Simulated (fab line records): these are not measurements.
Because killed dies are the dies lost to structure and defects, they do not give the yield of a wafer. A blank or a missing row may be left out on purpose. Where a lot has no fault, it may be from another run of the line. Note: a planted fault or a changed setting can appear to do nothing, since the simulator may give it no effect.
Chamber matching :: flow n5 finfet :: 4 sister chambers for N5_BEOL_M11_STRIP_36 on rie diel-05
The step strips in N2/H2. 24 wafers are shown with their chamber, then 12 later ones without.

## WAFERS PAIRED WITH THEIR CHAMBERS
wafer: L074.2
chamber: 1
drypump motor current A (A): 5.19
showerhead plenum p Torr (Torr): 2.40
oes product au (a.u.): 0.69

wafer: L074.3
chamber: 3
drypump motor current A (A): 5.74
showerhead plenum p Torr (Torr): 2.46
oes product au (a.u.): 0.81

wafer: L074.5
chamber: 2
drypump motor current A (A): 5.67
showerhead plenum p Torr (Torr): 2.49
oes product au (a.u.): 0.69

wafer: L078.2
chamber: 3
drypump motor current A (A): 5.76
showerhead plenum p Torr (Torr): 2.45
oes product au (a.u.): 0.80

wafer: L078.3
chamber: 1
drypump motor current A (A): 5.20
showerhead plenum p Torr (Torr): 2.39
oes product au (a.u.): 0.67

wafer: L078.6
chamber: 3
drypump motor current A (A): 5.76
showerhead plenum p Torr (Torr): 2.45
oes product au (a.u.): 0.80

wafer: L083.1
chamber: 0
drypump motor current A (A): 5.78
showerhead plenum p Torr (Torr): 2.50
oes product au (a.u.): 0.71

wafer: L083.2
chamber: 1
drypump motor current A (A): 5.14
showerhead plenum p Torr (Torr): 2.39
oes product au (a.u.): 0.69

wafer: L083.5
chamber: 0
drypump motor current A (A): 5.77
showerhead plenum p Torr (Torr): 2.50
oes product au (a.u.): 0.71

wafer: L080.1
chamber: 0
drypump motor current A (A): 5.74
showerhead plenum p Torr (Torr): 2.49
oes product au (a.u.): 0.72

wafer: L080.3
chamber: 2
drypump motor current A (A): 5.65
showerhead plenum p Torr (Torr): 2.49
oes product au (a.u.): 0.97

wafer: L080.4
chamber: 3
drypump motor current A (A): 5.77
showerhead plenum p Torr (Torr): 2.45
oes product au (a.u.): 0.80

wafer: L082.1
chamber: 0
drypump motor current A (A): 5.81
showerhead plenum p Torr (Torr): 2.49
oes product au (a.u.): 0.69

wafer: L082.2
chamber: 2
drypump motor current A (A): 5.66
showerhead plenum p Torr (Torr): 2.49
oes product au (a.u.): 0.96

wafer: L082.5
chamber: 0
drypump motor current A (A): 5.79
showerhead plenum p Torr (Torr): 2.49
oes product au (a.u.): 0.70

wafer: L084.2
chamber: 0
drypump motor current A (A): 5.80
showerhead plenum p Torr (Torr): 2.49
oes product au (a.u.): 0.70

wafer: L084.4
chamber: 2
drypump motor current A (A): 5.64
showerhead plenum p Torr (Torr): 2.49
oes product au (a.u.): 0.96

wafer: L084.6
chamber: 2
drypump motor current A (A): 5.70
showerhead plenum p Torr (Torr): 2.48
oes product au (a.u.): 0.95

wafer: L087.4
chamber: 0
drypump motor current A (A): 5.76
showerhead plenum p Torr (Torr): 2.49
oes product au (a.u.): 0.69

wafer: L087.5
chamber: 3
drypump motor current A (A): 5.79
showerhead plenum p Torr (Torr): 2.45
oes product au (a.u.): 0.79

wafer: L087.6
chamber: 1
drypump motor current A (A): 5.19
showerhead plenum p Torr (Torr): 2.38
oes product au (a.u.): 0.66

wafer: L090.1
chamber: 2
drypump motor current A (A): 5.64
showerhead plenum p Torr (Torr): 2.48
oes product au (a.u.): 0.91

wafer: L090.2
chamber: 0
drypump motor current A (A): 5.77
showerhead plenum p Torr (Torr): 2.49
oes product au (a.u.): 0.68

wafer: L090.4
chamber: 1
drypump motor current A (A): 5.18
showerhead plenum p Torr (Torr): 2.38
oes product au (a.u.): 0.66

SIGNATURES (means of the wafers above)
reading: drypump motor current A
chamber 0: 5.7775
chamber 1: 5.1800
chamber 2: 5.6600
chamber 3: 5.7640
scatter within a chamber: 0.022

reading: showerhead plenum p Torr
chamber 0: 2.4925
chamber 1: 2.3880
chamber 2: 2.4867
chamber 3: 2.4520
scatter within a chamber: 0.00567

reading: oes product au
chamber 0: 0.7000
chamber 1: 0.6740
chamber 2: 0.9067
chamber 3: 0.8000
scatter within a chamber: 0.0552
Rule: a wafer's distance from a chamber is the root of the sum, over the readings, of the square of ((its reading less the chamber's mean) divided by the reading's scatter). If the next closest chamber is less than 2 further off than the closest, the wafer can't be placed; otherwise it belongs to the closest. The scatter: the root of (the sum of the squares of (reading less its chamber's mean) over the shown wafers, divided by (wafers less chambers)).

## WAFERS WITH NO CHAMBER GIVEN
wafer: L094.1
drypump motor current A (A): 5.76
showerhead plenum p Torr (Torr): 2.44
oes product au (a.u.): 0.76

wafer: L094.2
drypump motor current A (A): 5.77
showerhead plenum p Torr (Torr): 2.49
oes product au (a.u.): 0.68

wafer: L094.3
drypump motor current A (A): 5.17
showerhead plenum p Torr (Torr): 2.38
oes product au (a.u.): 0.67

wafer: L094.4
drypump motor current A (A): 5.66
showerhead plenum p Torr (Torr): 2.48
oes product au (a.u.): 0.93

wafer: L094.5
drypump motor current A (A): 5.19
showerhead plenum p Torr (Torr): 2.38
oes product au (a.u.): 0.67

wafer: L094.6
drypump motor current A (A): 5.78
showerhead plenum p Torr (Torr): 2.49
oes product au (a.u.): 0.70

wafer: L095.1
drypump motor current A (A): 5.76
showerhead plenum p Torr (Torr): 2.44
oes product au (a.u.): 0.78

wafer: L095.5
drypump motor current A (A): 5.70
showerhead plenum p Torr (Torr): 2.48
oes product au (a.u.): 0.92

wafer: L095.6
drypump motor current A (A): 5.21
showerhead plenum p Torr (Torr): 2.38
oes product au (a.u.): 0.67

wafer: L096.3
drypump motor current A (A): 5.17
showerhead plenum p Torr (Torr): 2.38
oes product au (a.u.): 0.66

wafer: L096.5
drypump motor current A (A): 5.23
showerhead plenum p Torr (Torr): 2.38
oes product au (a.u.): 0.66

wafer: L096.6
drypump motor current A (A): 5.66
showerhead plenum p Torr (Torr): 2.48
oes product au (a.u.): 0.89

## WHICH CHAMBER EACH WENT THROUGH
wafer: L094.1
from the rows above: 3
in truth: 3

wafer: L094.2
from the rows above: 0
in truth: 0

wafer: L094.3
from the rows above: 1
in truth: 1

wafer: L094.4
from the rows above: 2
in truth: 2

wafer: L094.5
from the rows above: 1
in truth: 1

wafer: L094.6
from the rows above: 0
in truth: 0

wafer: L095.1
from the rows above: 3
in truth: 3

wafer: L095.5
from the rows above: 2
in truth: 2

wafer: L095.6
from the rows above: 1
in truth: 1

wafer: L096.3
from the rows above: 1
in truth: 1

wafer: L096.5
from the rows above: 1
in truth: 1

wafer: L096.6
from the rows above: 2
in truth: 2
Correctly placed: 12 of 12. Can't be placed from these rows: 0. Placed wrongly: 0.
